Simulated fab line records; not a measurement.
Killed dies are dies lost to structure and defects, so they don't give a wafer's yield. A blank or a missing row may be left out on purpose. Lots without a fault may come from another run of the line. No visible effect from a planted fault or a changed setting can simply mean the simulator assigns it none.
Lot-split experiment + flow n5 finfet + on a route of 1938 steps: 7 lots, 39 wafers read

## ABOUT THE SPLIT
At N5_BEOL_M6_TRENCH_ETCH_37 (etches SiCOH lowk in C4F6/O2, target depth 94.435 nm, time 31.5 s), the setting time s was moved away from the recipe's 31.5 s on 12 of the 39 wafers read, by -20.9% to +31.9%. For the rest of the wafers, this setting stayed at what the recipe calls for.

## FROM THE SPLIT TO THE READING: what the file shows between them, 11 steps
- N5_BEOL_M6_ETCH_41: etches SiCN in CH3F/O2, target depth 29.7 nm, time 52 s
- N5_BEOL_M6_STRIP_80: strips in N2/H2, time 10 s
- N5_BEOL_M6_OCD_MEAS_38
- N5_BEOL_M6_HM_STRIP_39: strips TiN in peroxide tin strip, target depth 25 nm, time 158 s
- N5_BEOL_M6_SRD_40: time 30 s
- N5_BEOL_M6_ECD_50: material Cu, target thk 300 nm
- N5_BEOL_M6_ANNEAL_51: time 90 s
- N5_BEOL_M6_CMP_52: polishes, stops on SiCOH lowk, t overpolish 6.9 s, target thk 80 nm
- N5_BEOL_M6_THK_MEAS_53: measures by xrf
- N5_BEOL_M6_PRE_CLEAN_55: time 15 s
- N5_BEOL_M6_DEP_56: deposits SiCN from 3MS/NH3, target thk 10 nm, time 17.5 s

## THE READING
M6_RS (ohm/sq), read at N5_BEOL_M6_RS_MEAS_57 with a four-point probe. On this fab line, fault-free wafers typically give 0.281 ohm/sq with a standard deviation of 0.0084 ohm/sq.

| wafer  | tool, chamber at the split | time s as run, s | against the recipe | M6_RS, ohm/sq | against lot-mates on the recipe |
|--------|----------------------------|------------------|--------------------|---------------|---------------------------------|
| L078.1 | rie diel-03, 2             | 31.5             | recipe             | 0.281         | -                               |
| L078.2 | rie diel-03, 1             | 39.84            | +26.5%             | 0.199         | -0.090                          |
| L078.3 | rie diel-03, 3             | 39.84            | +26.5%             | 0.212         | -0.077                          |
| L078.4 | rie diel-03, 0             | 31.5             | recipe             | 0.294         | -                               |
| L078.5 | rie diel-03, 0             | 39.84            | +26.5%             | 0.215         | -0.074                          |
| L078.6 | rie diel-03, 3             | 31.5             | recipe             | 0.293         | -                               |
| L081.1 | rie diel-03, 2             | 31.5             | recipe             | 0.280         | -                               |
| L081.2 | rie diel-03, 1             | 31.5             | recipe             | 0.274         | -                               |
| L081.3 | rie diel-03, 0             | 31.5             | recipe             | 0.290         | -                               |
| L083.1 | rie diel-03, 3             | 31.5             | recipe             | 0.282         | -                               |
| L083.2 | rie diel-03, 2             | 31.5             | recipe             | 0.281         | -                               |
| L083.3 | rie diel-03, 0             | 31.5             | recipe             | 0.296         | -                               |
| L083.4 | rie diel-03, 1             | 31.5             | recipe             | 0.276         | -                               |
| L083.5 | rie diel-03, 1             | 31.5             | recipe             | 0.279         | -                               |
| L083.6 | rie diel-03, 0             | 31.5             | recipe             | 0.294         | -                               |
| L084.1 | rie diel-04, 0             | 31.5             | recipe             | 0.281         | -                               |
| L084.2 | rie diel-04, 2             | 31.5             | recipe             | 0.289         | -                               |
| L084.3 | rie diel-04, 1             | 31.5             | recipe             | 0.268         | -                               |
| L084.4 | rie diel-04, 3             | 31.5             | recipe             | 0.289         | -                               |
| L084.5 | rie diel-04, 2             | 31.5             | recipe             | 0.282         | -                               |
| L084.6 | rie diel-04, 3             | 31.5             | recipe             | 0.284         | -                               |
| L088.1 | rie diel-03, 1             | 36.81            | +16.9%             | 0.219         | -0.067                          |
| L088.2 | rie diel-03, 0             | 36.81            | +16.9%             | 0.230         | -0.056                          |
| L088.3 | rie diel-03, 3             | 31.5             | recipe             | 0.288         | -                               |
| L088.4 | rie diel-03, 2             | 36.81            | +16.9%             | 0.232         | -0.054                          |
| L088.5 | rie diel-03, 0             | 31.5             | recipe             | 0.289         | -                               |
| L088.6 | rie diel-03, 1             | 31.5             | recipe             | 0.281         | -                               |
| L087.1 | rie diel-01, 1             | 24.91            | -20.9%             | 0.387         | +0.102                          |
| L087.2 | rie diel-01, 0             | 31.5             | recipe             | 0.283         | -                               |
| L087.3 | rie diel-01, 3             | 31.5             | recipe             | 0.281         | -                               |
| L087.4 | rie diel-01, 2             | 24.91            | -20.9%             | 0.371         | +0.086                          |
| L087.5 | rie diel-01, 3             | 31.5             | recipe             | 0.290         | -                               |
| L087.6 | rie diel-01, 2             | 24.91            | -20.9%             | 0.387         | +0.102                          |
| L096.1 | rie diel-04, 3             | 41.56            | +31.9%             | 0.190         | -0.089                          |
| L096.2 | rie diel-04, 0             | 31.5             | recipe             | 0.274         | -                               |
| L096.3 | rie diel-04, 2             | 31.5             | recipe             | 0.293         | -                               |
| L096.4 | rie diel-04, 1             | 41.56            | +31.9%             | 0.185         | -0.094                          |
| L096.5 | rie diel-04, 1             | 31.5             | recipe             | 0.271         | -                               |
| L096.6 | rie diel-04, 2             | 41.56            | +31.9%             | 0.203         | -0.076                          |

FIT RESULTS
A straight line over all 39 wafers: M6_RS changes by -0.00333 ohm/sq for each +1% of time s; r = -0.97; the points scatter about the line by 0.012 ohm/sq.
The same after taking each lot's own level away (the mean of its wafers on the recipe; 39 wafers): -0.00333 ohm/sq for each +1%; r = -0.97; scatter 0.011 ohm/sq.
That fit puts the effect of the largest move of time s on the reading at 0.11 ohm/sq.
Measured against the standard deviation above, the lots' own levels, which go from 0.2793 to 0.2893 ohm/sq, span 1.2 times it.
The two slopes agree, so the slope changes little with the lot-to-lot level.
Check: for one of the wafers moved furthest among these (+31.9%), held out of the fit, the line's prediction against its lot-mates is -0.105 ohm/sq. It came out at -0.0893 ohm/sq against them.

## THE WHOLE CHAIN: every reading that the file lists as answering this split, in the file's order
| step                      | what it does                                                        | reading                                                                      | change (the file's fit)               | r (the file's) |
|---------------------------|---------------------------------------------------------------------|------------------------------------------------------------------------------|---------------------------------------|----------------|
| N5_BEOL_M6_TRENCH_ETCH_37 | etches SiCOH lowk in C4F6/O2, target depth 94.435 nm, time 31.5 s   | etch.depth nm (the simulator's own value, which no gauge read)               | +0.947 nm for each +1% of the setting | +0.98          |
| N5_BEOL_M6_TRENCH_ETCH_37 | etches SiCOH lowk in C4F6/O2, target depth 94.435 nm, time 31.5 s   | BEOL_M6.feature depth nm (the simulator's own value, which no gauge read)    | +0.945 nm for each +1% of the setting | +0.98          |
| N5_BEOL_M6_OCD_MEAS_38    |                                                                     | trench depth nm                                                              | +0.952 nm for each +1% of the setting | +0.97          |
| N5_BEOL_M6_CMP_52         | polishes, stops on SiCOH lowk, t overpolish 6.9 s, target thk 80 nm | Cu_of_BEOL_M6_ECD_50.thk nm (the simulator's own value, which no gauge read) | +0.955 nm for each +1% of the setting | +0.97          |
| N5_BEOL_M6_THK_MEAS_53    | measures by xrf                                                     | M6_THK                                                                       | +0.975 for each +1% of the setting    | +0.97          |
| N5_BEOL_M6_RS_MEAS_57     | measures by four-point-probe                                        | M6_RS                                                                        | -0.00324 for each +1% of the setting  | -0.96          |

## FILE'S OWN FIT
M6_RS changes by -0.00324 ohm/sq for each +1% of time s, r = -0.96.
